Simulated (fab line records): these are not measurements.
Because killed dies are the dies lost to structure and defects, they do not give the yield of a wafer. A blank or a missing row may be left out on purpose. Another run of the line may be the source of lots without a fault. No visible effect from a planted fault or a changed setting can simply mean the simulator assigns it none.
Which tool is to blame? + flow n5-finfet + 28 wafers from 10 lots sampled at 6 of the route's 1938 steps

## WHAT THE GAUGES SHOWED, per wafer
N5_STI_FIN_REVEAL_FIN_H_MEAS_10. Usual: trench-depth-nm 51.7 nm, standard deviation 1.1.
| lot  | measured    | on     | trench-depth-nm (nm) | flag |
|------|-------------|--------|----------------------|------|
| L472 | day 3 09:55 | ocd-01 | 50.1 50.8            |      |
| L474 | day 3 18:55 | ocd-01 | 53.2 51.1 51.5       |      |
| L475 | day 4 00:22 | ocd-01 | 51.9 52.4 50.5       |      |
| L476 | day 4 07:47 | ocd-01 | 50.1 51.6            |      |
| L477 | day 4 14:23 | ocd-01 | 52.2 52.1 54.9       |      |
| L485 | day 6 13:19 | ocd-01 | 53.0 54.4 51.5       |      |
| L487 | day 7 00:55 | ocd-01 | 51.2 51.4 51.3       |      |
| L488 | day 7 08:47 | ocd-01 | 53.2 50.9 50.1       |      |
| L491 | day 8 02:19 | ocd-01 | 51.8 52.7 52.6       |      |
| L492 | day 8 06:14 | ocd-02 | 51.3 51.8 50.9       |      |

N5_BEOL_M4_RC_MEAS_101. Usual: DIBL_N 37.5 mV/V, standard deviation 2; DIBL_P 37.5 mV/V, standard deviation 2.5; IOFF_N 0.18 nA/um, standard deviation 0.042; IOFF_P 0.24 nA/um, standard deviation 0.046; ION_N 677 uA/um, standard deviation 15; ION_P 464 uA/um, standard deviation 9.5; SS_N 72.0 mV/dec, standard deviation 0.76; SS_P 73.6 mV/dec, standard deviation 0.79; VT_N 249 mV, standard deviation 3.5; VT_P -249 mV, standard deviation 3.2.
| lot  | measured     | on        | DIBL_N (mV/V)  | DIBL_P (mV/V)  | IOFF_N (nA/um) | IOFF_P (nA/um) | ION_N (uA/um) | ION_P (uA/um) | SS_N (mV/dec)  | SS_P (mV/dec)  | VT_N (mV)   | VT_P (mV)      | flag |
|------|--------------|-----------|----------------|----------------|----------------|----------------|---------------|---------------|----------------|----------------|-------------|----------------|------|
| L472 | day 8 13:19  | prober-01 | 36.9 37.5      | 37.5 39.2      | 0.16 0.18      | 0.20 0.23      | 657 670       | 451 455       | 72.8 72.1      | 73.8 74.4      | 251 249     | -256 -250      |      |
| L474 | day 9 03:02  | prober-01 | 34.2 36.0 36.8 | 34.4 37.9 38.0 | 0.15 0.18 0.20 | 0.18 0.24 0.23 | 682 670 687   | 471 457 464   | 72.3 72.0 72.0 | 73.2 73.3 74.3 | 253 247 247 | -254 -249 -251 |      |
| L475 | day 9 10:41  | prober-02 | 37.3 39.1 34.8 | 36.9 38.0 35.0 | 0.17 0.20 0.13 | 0.24 0.26 0.23 | 678 684 650   | 469 472 454   | 71.4 72.7 71.0 | 74.0 74.2 74.0 | 249 248 250 | -249 -247 -248 |      |
| L476 | day 9 12:52  | prober-02 | 36.8 38.7      | 37.1 38.1      | 0.14 0.19      | 0.24 0.25      | 645 679       | 448 464       | 70.6 71.8      | 73.9 73.3      | 254 247     | -251 -249      |      |
| L477 | day 10 00:06 | prober-02 | 34.7 42.7 35.8 | 33.6 45.1 36.7 | 0.12 0.30 0.15 | 0.16 0.38 0.19 | 657 694 694   | 454 473 476   | 70.5 73.4 70.9 | 71.5 75.7 73.3 | 257 243 252 | -252 -241 -250 |      |
| L485 | day 11 13:32 | prober-02 | 35.3 36.3 35.2 | 34.4 35.7 34.0 | 0.12 0.15 0.12 | 0.18 0.20 0.17 | 661 688 648   | 461 476 452   | 71.0 71.4 71.3 | 72.3 72.5 72.6 | 254 252 257 | -252 -255 -254 |      |
| L487 | day 12 09:40 | prober-01 | 40.8 38.5 39.0 | 40.6 36.9 38.1 | 0.23 0.18 0.19 | 0.29 0.24 0.25 | 690 655 664   | 470 457 460   | 72.2 71.7 71.6 | 74.2 73.8 73.0 | 244 249 249 | -247 -247 -247 |      |
| L488 | day 13 03:25 | prober-01 | 36.3 35.6 40.4 | 37.2 35.8 39.2 | 0.17 0.15 0.25 | 0.24 0.22 0.27 | 693 665 676   | 480 466 461   | 70.8 71.5 73.2 | 72.9 72.4 73.8 | 248 248 248 | -247 -248 -244 |      |
| L491 | day 13 17:25 | prober-01 | 39.4 34.4 39.7 | 39.4 34.4 40.4 | 0.22 0.12 0.23 | 0.25 0.18 0.28 | 683 672 697   | 457 465 474   | 72.8 71.4 72.3 | 74.8 73.1 74.5 | 244 251 241 | -249 -254 -249 |      |
| L492 | day 13 19:04 | prober-02 | 37.1 35.2 38.5 | 36.8 35.5 38.6 | 0.19 0.13 0.20 | 0.20 0.18 0.23 | 668 659 673   | 454 452 457   | 72.8 71.5 72.3 | 73.0 73.1 74.2 | 248 251 248 | -253 -253 -249 |      |

## WHICH TOOL RAN EACH LOT (tool, then ch and the chambers of the sampled wafers, then the start)
| lot  | N5_STI_FIN_REVEAL_ALD_00         | N5_STI_FIN_REVEAL_CMP_04     | N5_STI_FIN_REVEAL_RECESS_09       | N5_STI_FIN_REVEAL_OXIDATION_31      |
|------|----------------------------------|------------------------------|-----------------------------------|-------------------------------------|
| L472 | ald-sin-02 ch 0,1, day 3 00:14   | cmp-02 ch 2,3, day 3 06:23   | vapor-etch-01 ch 0,1, day 3 07:13 | plasma-asher-01 ch 0,1, day 3 09:22 |
| L474 | ald-sin-02 ch 0,2,3, day 3 10:10 | cmp-04 ch 0,2,3, day 3 15:19 | vapor-etch-02 ch 0,1, day 3 16:13 | plasma-asher-02 ch 0,1, day 3 18:22 |
| L475 | ald-sin-03 ch 0,1,3, day 3 15:37 | cmp-02 ch 0,1, day 3 20:44   | vapor-etch-02 ch 0,1, day 3 21:34 | plasma-asher-02 ch 0,1, day 3 23:49 |
| L476 | ald-sin-02 ch 1,3, day 3 23:01   | cmp-02 ch 0,2, day 4 04:13   | vapor-etch-02 ch 0, day 4 05:01   | plasma-asher-01 ch 1, day 4 07:14   |
| L477 | ald-sin-03 ch 0,1,3, day 4 05:46 | cmp-04 ch 0,2,3, day 4 10:51 | vapor-etch-02 ch 0,1, day 4 11:39 | plasma-asher-01 ch 0,1, day 4 13:50 |
| L485 | ald-sin-02 ch 1,2, day 6 04:40   | cmp-04 ch 0,1,3, day 6 09:50 | vapor-etch-01 ch 0,1, day 6 10:32 | plasma-asher-02 ch 0,1, day 6 12:46 |
| L487 | ald-sin-01 ch 0,1,3, day 6 16:18 | cmp-02 ch 0,1,3, day 6 21:23 | vapor-etch-01 ch 0,1, day 6 22:11 | plasma-asher-01 ch 0,1, day 7 00:23 |
| L488 | ald-sin-01 ch 1,2,3, day 7 00:07 | cmp-04 ch 1,2,3, day 7 05:14 | vapor-etch-01 ch 0,1, day 7 06:02 | plasma-asher-02 ch 0,1, day 7 08:11 |
| L491 | ald-sin-02 ch 0,1,2, day 7 17:43 | cmp-01 ch 1,2, day 7 22:49   | vapor-etch-01 ch 1, day 7 23:35   | plasma-asher-01 ch 0,1, day 8 01:45 |
| L492 | ald-sin-02 ch 1,2,3, day 7 21:32 | cmp-01 ch 0,3, day 8 02:40   | vapor-etch-01 ch 0,1, day 8 03:33 | plasma-asher-01 ch 0, day 8 05:42   |
- N5_STI_FIN_REVEAL_ALD_00: deposits SiO2, target thk 1 nm, pulse time 1 s.
- N5_STI_FIN_REVEAL_CMP_04: polishes, stops on Si3N4, t overpolish 4 s, target thk 131.83 nm.
- N5_STI_FIN_REVEAL_RECESS_09: chemistry HF/NH3, target SiO2, afs cycles 11, target depth 42.5 nm, sublimation time 60 s.
- N5_STI_FIN_REVEAL_OXIDATION_31: chemistry O2 PLASMA REMOTE, time 20 s.

## WHAT THE TOOLS THEMSELVES READ (means of the sampled wafers that have a number; where no wafer has one, the mark that the record gives instead)
N5_STI_FIN_REVEAL_ALD_00. Usual: chamber-pressure-Torr 1.999 Torr, standard deviation 0.0041; heater-power-outer-w 260 W, standard deviation 39; heater-power-w 470 W, standard deviation 65; precursor-pulse-height-rel 0.999, standard deviation 0.018.
| lot  | tool       | chamber-pressure-Torr (Torr) | heater-power-outer-w (W) | heater-power-w (W) | precursor-pulse-height-rel | flag |
|------|------------|------------------------------|--------------------------|--------------------|----------------------------|------|
| L472 | ald-sin-02 | 1.994                        | 287                      | 508                | 1.009                      |      |
| L474 | ald-sin-02 | 1.998                        | 253                      | 458                | 1.019                      |      |
| L475 | ald-sin-03 | 1.996                        | 241                      | 436                | 1.001                      |      |
| L476 | ald-sin-02 | 2.002                        | 260                      | 444                | 0.999                      |      |
| L477 | ald-sin-03 | 2.001                        | 240                      | 434                | 0.977                      |      |
| L485 | ald-sin-02 | 1.993                        | 240                      | 439                | 1.003                      |      |
| L487 | ald-sin-01 | 1.999                        | 253                      | 473                | 1.009                      |      |
| L488 | ald-sin-01 | 1.998                        | 296                      | 537                | 1.019                      |      |
| L491 | ald-sin-02 | 2.000                        | 251                      | 461                | 0.989                      |      |
| L492 | ald-sin-02 | 1.999                        | 235                      | 424                | 1.005                      |      |

N5_STI_FIN_REVEAL_CMP_04. Usual: motor-current-A 8.2 A, standard deviation 0.67; overpolish-run-s 3.999 s, standard deviation 0.009; pad-life-wafers 1234, standard deviation 660; time-to-endpoint-s 103 s, standard deviation 6.3.
| lot  | tool   | motor-current-A (A) | overpolish-run-s (s) | pad-life-wafers | time-to-endpoint-s (s) | flag |
|------|--------|---------------------|----------------------|-----------------|------------------------|------|
| L472 | cmp-02 | 8.3                 | 3.994                | 1902            | 108                    |      |
| L474 | cmp-04 | 8.0                 | 4.002                | 757             | 101                    |      |
| L475 | cmp-02 | 8.6                 | 4.008                | 2029            | 114                    |      |
| L476 | cmp-02 | 8.9                 | 4.008                | 2078            | 109                    |      |
| L477 | cmp-04 | 7.9                 | 4.001                | 902             | 103                    |      |
| L485 | cmp-04 | 8.3                 | 3.999                | 1334            | 106                    |      |
| L487 | cmp-02 | 8.2                 | 3.985                | 445             | 103                    |      |
| L488 | cmp-04 | 8.3                 | 3.994                | 1442            | 106                    |      |
| L491 | cmp-01 | 7.6                 | 3.989                | 2136            | 101                    |      |
| L492 | cmp-01 | 8.5                 | 3.998                | 2162            | 98                     |      |

N5_STI_FIN_REVEAL_RECESS_09. Usual: drypump-motor-current-A 5.70 A, standard deviation 0.093; foreline-p-Torr 0.1280 Torr, standard deviation 0.00033.
| lot  | tool          | drypump-motor-current-A (A) | foreline-p-Torr (Torr) | flag |
|------|---------------|-----------------------------|------------------------|------|
| L472 | vapor-etch-01 | 5.79                        | 0.1279                 |      |
| L474 | vapor-etch-02 | 5.66                        | 0.1277                 |      |
| L475 | vapor-etch-02 | 5.62                        | 0.1275                 |      |
| L476 | vapor-etch-02 | 5.58                        | 0.1280                 |      |
| L477 | vapor-etch-02 | 5.67                        | 0.1284                 |      |
| L485 | vapor-etch-01 | 5.83                        | 0.1280                 |      |
| L487 | vapor-etch-01 | 5.80                        | 0.1277                 |      |
| L488 | vapor-etch-01 | 5.82                        | 0.1282                 |      |
| L491 | vapor-etch-01 | 5.72                        | 0.1281                 |      |
| L492 | vapor-etch-01 | 5.77                        | 0.1283                 |      |

N5_STI_FIN_REVEAL_OXIDATION_31. Usual: drypump-motor-current-A 5.52 A, standard deviation 0.28; heater-power-w 143 W, standard deviation 8.9.
| lot  | tool            | drypump-motor-current-A (A) | heater-power-w (W) | flag |
|------|-----------------|-----------------------------|--------------------|------|
| L472 | plasma-asher-01 | 5.56                        | 150                |      |
| L474 | plasma-asher-02 | 5.44                        | 135                |      |
| L475 | plasma-asher-02 | 5.47                        | 132                |      |
| L476 | plasma-asher-01 | 5.93                        | 152                |      |
| L477 | plasma-asher-01 | 5.43                        | 149                |      |
| L485 | plasma-asher-02 | 5.45                        | 133                |      |
| L487 | plasma-asher-01 | 5.69                        | 149                |      |
| L488 | plasma-asher-02 | 5.44                        | 133                |      |
| L491 | plasma-asher-01 | 5.66                        | 150                |      |
| L492 | plasma-asher-01 | 5.18                        | 151                |      |

## THE ANSWER, worked out from the rows above alone
Rule: a lot counts as off when the mean over its wafers that have a number is more than 3 standard deviations away from the usual mean. A lot without any number at a reading at which 4 lots or more have one is off too. The other lots that the step has rows for count as sound. First the gauges in route order, then the tools' own readings, where a lot's mean is used as printed above. The first step at which some lot is off is used, and at that step the reading that is off furthest; a lot without a number counts as furthest.
None of the lots is off at any reading shown; this tells nothing.

## WHAT HAD BEEN PUT IN BY THE SIMULATOR
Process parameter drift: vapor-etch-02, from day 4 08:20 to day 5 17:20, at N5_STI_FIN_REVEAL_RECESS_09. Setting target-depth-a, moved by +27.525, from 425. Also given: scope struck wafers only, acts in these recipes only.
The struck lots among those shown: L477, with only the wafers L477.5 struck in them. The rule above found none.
